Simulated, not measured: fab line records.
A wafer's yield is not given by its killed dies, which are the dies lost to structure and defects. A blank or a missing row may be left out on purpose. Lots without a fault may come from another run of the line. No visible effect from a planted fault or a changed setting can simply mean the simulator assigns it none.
fab line records	flow n5_finfet
record lots=7	wafers=21
route steps=1938 shown BEOL_M6@1212 BEOL_M7@1266
start_h: the number of hours between the record's first day and the start of the first shown wafer of the lot	wait_h: how many hours have passed since the lot's step before this one	" unchanged from the row above	L1.1+2: a row that stands for several wafers	- no value, or no start given	* or withheld: withheld	< > ~ a bound
route shown NAME@n: a module of which the file shows steps, and the number in the route of the first	usual: mean and standard deviation over wafers with no fault	same: alike in all rows	chamber/n: place in a boat	sites: per-site readings	_std_site: standard deviation across them	_edge_site: the outer-site mean with the inner-site mean subtracted	radius_mm: for every site, how far away it sits from the centre of the wafer	mask NAME#n: copy n	behind: the most recent tool/chamber to have shaped the wafer	hold: why the lot went on hold/how many hours it stayed there/how the hold came to an end	device: whichever transistor did not switch (one of n, p or np)	end of line: the route-end tests of the same wafers	where a step has no rows: the recipe by itself	killed: dies that structure and defects cost at the first sort, which is not the same as the wafer's yield	map: the dies of a wafer, with x for killed, . for not killed, _ for no die there
set.NAME: the run value of the setting; set.NAME@STEP: its run value at that earlier step	model.NAME: the simulator's own value behind a step, which no gauge read
lots run with intentionally changed settings; tables by step, rows by wafer
## steps
# step N5_BEOL_M6_ETCH_62
# recipe chemistry=N2/H2	target=SOC	target_depth_a=1100	overetch_a=220	mask_material=SiARC	temp_c=40	time_s=165	ion_energy_ev=200	pressure_mtorr=30	source_w=840	bias_w=150	n2_flow_sccm=200	h2_flow_sccm=200
lot.wafer	tool	chamber	start_h	wait_h	set.time_s
L076.1+3+5	rie_diel-05	2,3,2	194.72	0.0	165
L080.1+2+3	rie_diel-05	1,0,3	217.70	0.0	165
L081.2+5	rie_diel-03	1,3	224.89	0.0	165
L081.3	"	3	"	"	188
L089.1+2	rie_diel-01	1,3	265.71	0.0	165
L089.4	"	0	"	"	185.6
L088.3+5	rie_diel-01	2,3	280.44	0.0	165
L088.4	"	0	"	"	176.4
L097.1+2+4	rie_diel-03	2,0,3	349.71	0.0	165
L095.2+4+5	rie_diel-03	3,0,0	359.94	0.0	165
# step N5_BEOL_M6_STRIP_68
# recipe chemistry=N2/H2	temp_c=40	n2_flow_sccm=200	h2_flow_sccm=200	rf_frequency_hz=6e+07
# step N5_BEOL_M6_STRIP_67
# recipe chemistry=CF4	resist=SiARC	power_w=300	bias_power_w=75	pressure_mtorr=50	cf4_flow_sccm=150	rf_frequency_hz=6e+07
# step N5_BEOL_M6_HM_OPEN_17
# recipe chemistry=Cl2/BCl3	target_depth_a=200	overetch_a=60	target=TiN	mask_material=SOC	ion_energy_ev=150	pressure_mtorr=10	icp_w=1000	bias_w=126	Cl2_flow_sccm=53.25	bcl3_flow_sccm=21.75	Ar_flow_sccm=25
lot.wafer	tool	chamber	start_h	wait_h	set.time_s@BEOL_M6_ETCH_62	model.etch.depth_nm
L076.1	rie_metal-01	1	194.90	0.0	165	20.36
L076.3	"	1	"	"	165	20.3
L076.5	"	1	"	"	165	20.31
L080.1	rie_metal-01	0	217.88	0.0	165	19.85
L080.2	"	1	"	"	165	20.1
L080.3	"	0	"	"	165	19.86
L081.2	rie_metal-02	1	225.07	0.0	165	19.91
L081.3	"	1	"	"	188	17.51
L081.5	"	0	"	"	165	19.81
L089.1	rie_metal-03	1	265.90	0.0	165	20.13
L089.2	"	0	"	"	165	19.96
L089.4	"	1	"	"	185.6	17.99
L088.3	rie_metal-03	0	280.66	0.1	165	20.07
L088.4	"	1	"	"	176.4	18.9
L088.5	"	1	"	"	165	19.82
L097.1	rie_metal-03	0	349.89	0.0	165	19.7
L097.2	"	1	"	"	165	19.77
L097.4	"	1	"	"	165	19.67
L095.2	rie_metal-03	1	360.12	0.0	165	20.13
L095.4	"	1	"	"	165	19.95
L095.5	"	1	"	"	165	20.16
# step N5_BEOL_M6_EXPOSE_25
# recipe mask_id=V5	na=0.33	source_shape=annular	sigma_inner=0.4	sigma_outer=0.8	polarization=unpolarized	target_cd_nm=40	dose_mj=45
lot.wafer	tool	chamber	start_h	wait_h	mask	set.dose_mj
L076.1+3	euv_scanner-02	0	195.39	-	V5#0	45
L076.5	"	0	"	"	V5#0	46.15
L080.1+2+3	euv_scanner-01	0	220.24	-	V5#0	45
L081.2+5	euv_scanner-02	0	225.60	-	V5#0	47.17
L081.3	"	0	"	"	V5#0	45
L089.1+2+4	euv_scanner-02	0	268.59	-	V5#0	45
L088.3+4+5	euv_scanner-02	0	281.11	-	V5#0	45
L097.1+2+4	euv_scanner-01	0	350.60	-	V5#0	45
L095.2+4+5	euv_scanner-02	0	362.76	-	V5#0	45
# step N5_BEOL_M6_PEB_26
# recipe peb_temp_c=100	peb_time_s=60	resist=CAR-EUV
# step N5_BEOL_M6_DEVELOP_27
# recipe develop_time_s=30	developer=TMAH	resist=CAR-EUV	rinse_liquid=surfactant_rinse	dry=air_spin	dev_temp_c=23
# step N5_BEOL_M6_DESCUM_33
# recipe chemistry=O2	time_s=7	source_power_w=50	bias_power_w=20	pressure_mtorr=20	rf_frequency_hz=2.712e+07	temp_c=40	resist=CAR-EUV	o2_flow_sccm=225
lot.wafer	tool	chamber	start_h	wait_h	set.dose_mj@BEOL_M6_EXPOSE_25	model.BEOL_M6.cd_nm
L076.1	rie_diel-01	1	195.65	0.0	45	40
L076.3	"	3	"	"	45	39.8
L076.5	"	1	"	"	46.15	40.6
L080.1+2+3	rie_diel-03	0,3,1	220.50	0.0	45	40
L081.2+5	rie_diel-05	2,3	225.85	0.0	47.17	41
L081.3	"	3	"	"	45	40
L089.1+4	rie_diel-05	0,3	268.98	0.2	45	40
L089.2	"	1	"	"	45	39.8
L088.3+5	rie_diel-03	1,3	281.35	0.0	45	40.2
L088.4	"	3	"	"	45	40
L097.1+2	rie_diel-01	0,1	350.86	0.0	45	40.2
L097.4	"	2	"	"	45	40
L095.2+4+5	rie_diel-05	0,3,3	363.01	0.0	45	40
# step N5_BEOL_M6_ETCH_72
# recipe chemistry=N2/H2	target=underlayer	target_depth_a=65	mask_material=CAR-EUV	time_s=5.2	ion_energy_ev=200	pressure_mtorr=30	source_w=840	bias_w=150	n2_flow_sccm=200	h2_flow_sccm=200	ends=cleared
# step N5_BEOL_M6_ETCH_65
# recipe chemistry=CF4	target=SiARC	target_depth_a=156	mask_material=CAR-EUV	time_s=26	ion_energy_ev=80	pressure_mtorr=40	source_w=545	bias_w=36	Ar_flow_sccm=100	cf4_flow_sccm=100	ends=cleared
lot.wafer	tool	chamber	start_h	wait_h	set.dose_mj@BEOL_M6_EXPOSE_25	model.BEOL_M6.cd_nm
L076.1+3	rie_diel-01	1,3	195.70	0.0	45	39.8
L076.5	"	1	"	"	46.15	40.4
L080.1	rie_diel-03	0	220.55	0.0	45	39.6
L080.2+3	"	3,1	"	"	45	40
L081.2	rie_diel-05	2	225.90	0.0	47.17	41.2
L081.3	"	3	"	"	45	40.2
L081.5	"	3	"	"	47.17	41
L089.1	rie_diel-05	0	269.03	0.0	45	40
L089.2	"	1	"	"	45	39.8
L089.4	"	3	"	"	45	40.2
L088.3	rie_diel-03	1	281.41	0.0	45	40.4
L088.4+5	"	3	"	"	45	40.2
L097.1	rie_diel-01	0	350.91	0.0	45	40.2
L097.2+4	"	1,2	"	"	45	40
L095.2	rie_diel-05	0	363.06	0.0	45	40
L095.4+5	"	3	"	"	45	40.2
# step N5_BEOL_M7_PECVD_70
# recipe material=SiO2	target_thk_a=200	temp_c=400	precursor=TEOS/O2	pressure_torr=5.5	rf_w=450	teos_flow_sccm=53.8	gas=O2	flow_sccm=3000	time_s=22.7
lot.wafer	tool	chamber	start_h	wait_h	set.temp_c	model.SiO2_of_BEOL_M7_PECVD_70.thk_nm
L076.1	pecvd-04	1	199.12	0.0	400	20
L076.3	"	2	"	"	405.7	19.4
L076.5	"	1	"	"	400	20.4
L080.1+3	pecvd-04	1,2	224.06	0.0	400	20.2
L080.2	"	0	"	"	400	20.4
L081.2+5	pecvd-02	1	230.47	0.0	400	19.6
L081.3	"	1	"	"	400	19.8
L089.1	pecvd-03	2	274.02	0.0	389.7	21.2
L089.2	"	0	"	"	400	19.8
L089.4	"	2	"	"	400	20.6
L088.3	pecvd-03	2	286.26	0.0	389	21.6
L088.4	"	2	"	"	389	21.8
L088.5	"	0	"	"	389	21.4
L097.1	pecvd-03	0	358.03	0.0	400	19.6
L097.2	"	1	"	"	415.3	18.4
L097.4	"	2	"	"	415.3	18
L095.2	pecvd-03	1	368.15	0.0	400	20.2
L095.4	"	1	"	"	400	20.8
L095.5	"	2	"	"	411	18.6
# step N5_BEOL_M7_EXPOSE_08
# recipe mask_id=M7	na=1.35	source_shape=dipole	sigma_inner=0.817	sigma_outer=0.97	polarization=te	dose_mj=68.25
lot.wafer	tool	chamber	start_h	wait_h	mask	set.dose_mj
L076.1	arfi_scanner-01	0	201.25	-	M7#0	63.34
L076.3+5	"	0	"	"	M7#0	68.25
L080.1+2+3	arfi_scanner-01	0	225.89	-	M7#0	68.25
L081.2	arfi_scanner-01	0	231.62	-	M7#0	68.25
L081.3+5	"	0	"	"	M7#0	71.75
L089.1+2	arfi_scanner-01	0	274.91	-	M7#0	63.76
L089.4	"	0	"	"	M7#0	68.25
L088.3+4+5	arfi_scanner-02	0	288.15	-	M7#0	68.25
L097.1+4	arfi_scanner-03	0	359.82	-	M7#0	72.31
L097.2	"	0	"	"	M7#0	68.25
L095.2+5	arfi_scanner-02	0	371.85	-	M7#0	70.56
L095.4	"	0	"	"	M7#0	68.25
# step N5_BEOL_M7_PEB_09
# recipe peb_temp_c=withheld	peb_time_s=60	resist=CAR-ArF
# step N5_BEOL_M7_DEVELOP_10
# recipe develop_time_s=30	developer=TMAH	resist=CAR-ArF	rinse_liquid=diw	dry=air_spin	dev_temp_c=23
# step N5_BEOL_M7_CD_MEAS_11
# recipe target_cd_nm=38.5	landing_energy_ev=500	detector=se_inlens	polarity=opening
# usual cd_nm=38.3/0.44
lot.wafer	tool	chamber	start_h	wait_h	set.dose_mj@BEOL_M7_EXPOSE_08	cd_nm
L076.1	cd_sem-02	0	201.38	-	63.34	35.2
L076.3	"	0	"	"	68.25	38.6
L076.5	"	0	"	"	68.25	38.3
L080.1	cd_sem-02	0	226.02	-	68.25	38.7
L080.2	"	0	"	"	68.25	38.9
L080.3	"	0	"	"	68.25	39.1
L081.2	cd_sem-02	0	231.74	-	68.25	38.1
L081.3	"	0	"	"	71.75	40.9
L081.5	"	0	"	"	71.75	41.2
L089.1	cd_sem-02	0	275.03	-	63.76	35.8
L089.2	"	0	"	"	63.76	35.5
L089.4	"	0	"	"	68.25	38.5
L088.3	cd_sem-02	0	288.27	-	68.25	38.9
L088.4	"	0	"	"	68.25	38.6
L088.5	"	0	"	"	68.25	38.2
L097.1	cd_sem-01	0	359.94	-	72.31	40.6
L097.2	"	0	"	"	68.25	38.7
L097.4	"	0	"	"	72.31	41.0
L095.2	cd_sem-01	0	371.97	-	70.56	39.9
L095.4	"	0	"	"	68.25	38.5
L095.5	"	0	"	"	70.56	39.4
# step N5_BEOL_M7_DESCUM_16
# recipe chemistry=O2	time_s=7.9	source_power_w=50	bias_power_w=20	pressure_mtorr=20	rf_frequency_hz=2.712e+07	temp_c=40	resist=CAR-ArF	o2_flow_sccm=225
# step N5_BEOL_M7_ETCH_61
# recipe chemistry=CF4	target=SiARC	target_depth_a=455	mask_material=CAR-ArF	time_s=75.8	ion_energy_ev=80	pressure_mtorr=40	source_w=545	bias_w=36	Ar_flow_sccm=100	cf4_flow_sccm=100	ends=cleared
lot.wafer	tool	chamber	start_h	wait_h	set.dose_mj@BEOL_M7_EXPOSE_08	model.BEOL_M7.cd_offset_nm
L076.1	rie_diel-04	1	201.50	0.0	63.34	-3.4
L076.3	"	2	"	"	68.25	-0.2
L076.5	"	2	"	"	68.25	-0.4
L080.1	rie_diel-02	0	226.24	0.0	68.25	0
L080.2	"	3	"	"	68.25	0.6
L080.3	"	2	"	"	68.25	0.4
L081.2	rie_diel-04	1	231.89	0.0	68.25	-0.4
L081.3+5	"	3,2	"	"	71.75	2.4
L089.1	rie_diel-06	2	275.41	0.0	63.76	-2.8
L089.2	"	3	"	"	63.76	-3.4
L089.4	"	0	"	"	68.25	-0.2
L088.3	rie_diel-02	0	288.75	0.0	68.25	0
L088.4	"	1	"	"	68.25	-0.4
L088.5	"	0	"	"	68.25	-0.2
L097.1	rie_diel-02	3	360.07	0.0	72.31	2
L097.2	"	2	"	"	68.25	0.2
L097.4	"	2	"	"	72.31	2.8
L095.2	rie_diel-06	0	372.11	0.0	70.56	1.4
L095.4	"	1	"	"	68.25	0
L095.5	"	1	"	"	70.56	1.2
# step N5_BEOL_M7_ETCH_62
# recipe chemistry=N2/H2	target=SOC	target_depth_a=1100	overetch_a=220	mask_material=SiARC	temp_c=40	time_s=165	ion_energy_ev=200	pressure_mtorr=30	source_w=840	bias_w=150	n2_flow_sccm=200	h2_flow_sccm=200
lot.wafer	tool	chamber	start_h	wait_h	set.dose_mj@BEOL_M7_EXPOSE_08	model.BEOL_M7.cd_offset_nm
L076.1	rie_diel-04	1	201.56	0.0	63.34	-3.2
L076.3+5	"	2	"	"	68.25	-0.2
L080.1	rie_diel-02	0	226.29	0.0	68.25	0
L080.2+3	"	3,2	"	"	68.25	0.4
L081.2	rie_diel-04	1	231.94	0.0	68.25	-0.4
L081.3	"	3	"	"	71.75	2.2
L081.5	"	2	"	"	71.75	2.6
L089.1	rie_diel-06	2	275.47	0.0	63.76	-3
L089.2	"	3	"	"	63.76	-3.8
L089.4	"	0	"	"	68.25	0
L088.3	rie_diel-02	0	288.81	0.0	68.25	0.2
L088.4+5	"	1,0	"	"	68.25	-0.2
L097.1	rie_diel-02	3	360.12	0.0	72.31	2
L097.2	"	2	"	"	68.25	0.2
L097.4	"	2	"	"	72.31	2.6
L095.2	rie_diel-06	0	372.16	0.0	70.56	1.8
L095.4	"	1	"	"	68.25	-0.4
L095.5	"	1	"	"	70.56	1
# step N5_BEOL_M7_STRIP_68
# recipe chemistry=N2/H2	temp_c=40	n2_flow_sccm=200	h2_flow_sccm=200	rf_frequency_hz=6e+07
# step N5_BEOL_M7_STRIP_67
# recipe chemistry=CF4	resist=SiARC	power_w=300	bias_power_w=75	pressure_mtorr=50	cf4_flow_sccm=150	rf_frequency_hz=6e+07
# step N5_BEOL_M7_HM_OPEN_17
# recipe chemistry=Cl2/BCl3	target_depth_a=200	overetch_a=60	target=TiN	mask_material=SOC	ion_energy_ev=150	pressure_mtorr=10	icp_w=1000	bias_w=126	Cl2_flow_sccm=53.25	bcl3_flow_sccm=21.75	Ar_flow_sccm=25
lot.wafer	tool	chamber	start_h	wait_h	set.dose_mj@BEOL_M7_EXPOSE_08	model.BEOL_M7.cd_offset_nm
L076.1	rie_metal-03	0	201.74	0.0	63.34	-3.4
L076.3+5	"	0,1	"	"	68.25	-0.2
L080.1	rie_metal-01	0	226.48	0.0	68.25	-0.2
L080.2	"	1	"	"	68.25	0.2
L080.3	"	1	"	"	68.25	0.4
L081.2	rie_metal-03	1	232.13	0.0	68.25	-0.4
L081.3	"	1	"	"	71.75	2.2
L081.5	"	0	"	"	71.75	2.4
L089.1	rie_metal-03	1	275.65	0.0	63.76	-3
L089.2	"	0	"	"	63.76	-3.8
L089.4	"	1	"	"	68.25	-0.2
L088.3	rie_metal-01	0	289.03	0.1	68.25	0.2
L088.4	"	1	"	"	68.25	-0.2
L088.5	"	0	"	"	68.25	-0.4
L097.1	rie_metal-01	1	360.31	0.0	72.31	2
L097.2	"	0	"	"	68.25	0.2
L097.4	"	0	"	"	72.31	2.6
L095.2	rie_metal-01	1	372.35	0.0	70.56	1.8
L095.4	"	1	"	"	68.25	-0.2
L095.5	"	1	"	"	70.56	1
# step N5_BEOL_M7_STRIP_19
# recipe chemistry=O2	power_w=400	temp_c=40	pressure_mtorr=30	rf_frequency_hz=6e+07	bias_power_w=0	overash_fraction=0.2	o2_flow_sccm=225
# step N5_BEOL_M7_CD_MEAS_18
# recipe pitch_nm=80	target_cd_nm=40
# usual cd_nm=39.8/0.51
lot.wafer	tool	chamber	start_h	wait_h	set.dose_mj@BEOL_M7_EXPOSE_08	cd_nm
L076.1	cd_sem-01	-	202.04	0.0	63.34	36.8
L076.3	"	-	"	"	68.25	39.9
L076.5	"	-	"	"	68.25	40.4
L080.1	cd_sem-03	-	226.66	0.0	68.25	39.6
L080.2	"	-	"	"	68.25	40.5
L080.3	"	-	"	"	68.25	40.3
L081.2	cd_sem-03	-	232.44	0.1	68.25	39.8
L081.3	"	-	"	"	71.75	42.5
L081.5	"	-	"	"	71.75	42.1
L089.1	cd_sem-02	-	275.83	0.0	63.76	37.0
L089.2	"	-	"	"	63.76	35.9
L089.4	"	-	"	"	68.25	40.0
L088.3	cd_sem-02	-	289.18	0.1	68.25	40.0
L088.4	"	-	"	"	68.25	39.4
L088.5	"	-	"	"	68.25	39.7
L097.1	cd_sem-01	-	360.49	0.0	72.31	42.4
L097.2	"	-	"	"	68.25	40.0
L097.4	"	-	"	"	72.31	42.5
L095.2	cd_sem-01	-	372.53	0.1	70.56	41.4
L095.4	"	-	"	"	68.25	39.4
L095.5	"	-	"	"	70.56	41.2
# step N5_BEOL_M7_COAT_63
# recipe resist=SOC	temp_c=250	time_s=60	spin_rpm=1500	resist_thk_nm=60
# step N5_BEOL_M7_COAT_64
# recipe resist=SiARC	temp_c=220	time_s=60	spin_rpm=1500	resist_thk_nm=12
# step N5_BEOL_M7_STRIP_80
# recipe chemistry=N2/H2	time_s=10	power_w=450	temp_c=40	pressure_mtorr=20	rf_frequency_hz=6e+07	bias_power_w=7	n2_flow_sccm=200	h2_flow_sccm=200
# step N5_BEOL_M7_HM_STRIP_39
# recipe chemistry=peroxide_tin_strip	material=TiN	target_depth_a=250	temp_c=50	time_s=158
lot.wafer	tool	chamber	start_h	wait_h	set.temp_c@BEOL_M7_PECVD_70	model.SiO2_of_BEOL_M7_PECVD_70.thk_nm
L076.1	wet_bench-02	4	204.51	0.0	400	19.8
L076.3	"	5	"	"	405.7	19.4
L076.5	"	1	"	"	400	20.2
L080.1	wet_bench-02	2	227.72	0.0	400	20
L080.2+3	"	1,4	"	"	400	20.2
L081.2	wet_bench-05	5	235.20	0.0	400	19.4
L081.3	"	0	"	"	400	19.8
L081.5	"	7	"	"	400	19.6
L089.1	wet_bench-03	1	279.40	0.0	389.7	21
L089.2	"	0	"	"	400	19.6
L089.4	"	3	"	"	400	20.4
L088.3+5	wet_bench-03	4,3	291.12	0.0	389	21.4
L088.4	"	6	"	"	389	21.6
L097.1	wet_bench-05	3	363.34	0.0	400	19.4
L097.2	"	6	"	"	415.3	18.2
L097.4	"	1	"	"	415.3	18
L095.2	wet_bench-03	3	379.57	0.0	400	20
L095.4	"	5	"	"	400	20.6
L095.5	"	4	"	"	411	18.4
# step N5_BEOL_M7_SRD_40
# recipe time_s=30	temp_c=23	rinse_liquid=diw	dry=ipa_marangoni
# step N5_BEOL_M7_PRECLEAN_42
# recipe chemistry=residue_remover	time_s=60	temp_c=40
# step N5_BEOL_M7_SRD_43
# recipe time_s=30	temp_c=23	rinse_liquid=diw	dry=ipa_marangoni
# step N5_BEOL_M7_CD_MEAS_35
# recipe target_cd_nm=40	polarity=opening
# usual cd_nm=39.8/0.53
lot.wafer	tool	chamber	start_h	wait_h	set.dose_mj@BEOL_M7_EXPOSE_08	cd_nm
L076.1	cd_sem-02	-	204.63	0.0	63.34	36.6
L076.3	"	-	"	"	68.25	39.5
L076.5	"	-	"	"	68.25	39.6
L080.1	cd_sem-03	-	227.84	0.0	68.25	39.6
L080.2	"	-	"	"	68.25	40.2
L080.3	"	-	"	"	68.25	40.4
L081.2	cd_sem-01	-	235.32	0.0	68.25	39.3
L081.3	"	-	"	"	71.75	42.2
L081.5	"	-	"	"	71.75	42.5
L089.1	cd_sem-03	-	279.52	0.0	63.76	37.1
L089.2	"	-	"	"	63.76	35.8
L089.4	"	-	"	"	68.25	39.8
L088.3	cd_sem-03	-	291.25	0.0	68.25	40.3
L088.4	"	-	"	"	68.25	40.0
L088.5	"	-	"	"	68.25	39.8
L097.1	cd_sem-03	-	363.46	0.0	72.31	42.2
L097.2	"	-	"	"	68.25	40.4
L097.4	"	-	"	"	72.31	42.4
L095.2	cd_sem-01	-	379.69	0.0	70.56	41.5
L095.4	"	-	"	"	68.25	39.1
L095.5	"	-	"	"	70.56	41.7
## key
split step=N5_BEOL_M6_ETCH_62	setting=time_s	stated=165	by=wafer
response step=N5_BEOL_M6_HM_OPEN_17	reading=model.etch.depth_nm	change=-0.165	per=1%	r=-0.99
split step=N5_BEOL_M6_EXPOSE_25	setting=dose_mj	stated=45	by=wafer
response step=N5_BEOL_M6_DESCUM_33	reading=model.BEOL_M6.cd_nm	change=+0.222	per=1%	r=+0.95
response step=N5_BEOL_M6_ETCH_65	reading=model.BEOL_M6.cd_nm	change=+0.197	per=1%	r=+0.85
split step=N5_BEOL_M7_PECVD_70	setting=temp_c	stated=400	by=wafer
response step=N5_BEOL_M7_PECVD_70	reading=model.SiO2_of_BEOL_M7_PECVD_70.thk_nm	change=-0.463	per=1%	r=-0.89
response step=N5_BEOL_M7_HM_STRIP_39	reading=model.SiO2_of_BEOL_M7_PECVD_70.thk_nm	change=-0.442	per=1%	r=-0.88
split step=N5_BEOL_M7_EXPOSE_08	setting=dose_mj	stated=68.25	by=wafer
response step=N5_BEOL_M7_CD_MEAS_11	reading=cd_nm	change=+0.439	per=1%	r=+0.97
response step=N5_BEOL_M7_ETCH_61	reading=model.BEOL_M7.cd_offset_nm	change=+0.435	per=1%	r=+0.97
response step=N5_BEOL_M7_ETCH_62	reading=model.BEOL_M7.cd_offset_nm	change=+0.457	per=1%	r=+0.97
response step=N5_BEOL_M7_HM_OPEN_17	reading=model.BEOL_M7.cd_offset_nm	change=+0.451	per=1%	r=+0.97
response step=N5_BEOL_M7_CD_MEAS_18	reading=cd_nm	change=+0.485	per=1%	r=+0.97
response step=N5_BEOL_M7_CD_MEAS_35	reading=cd_nm	change=+0.466	per=1%	r=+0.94
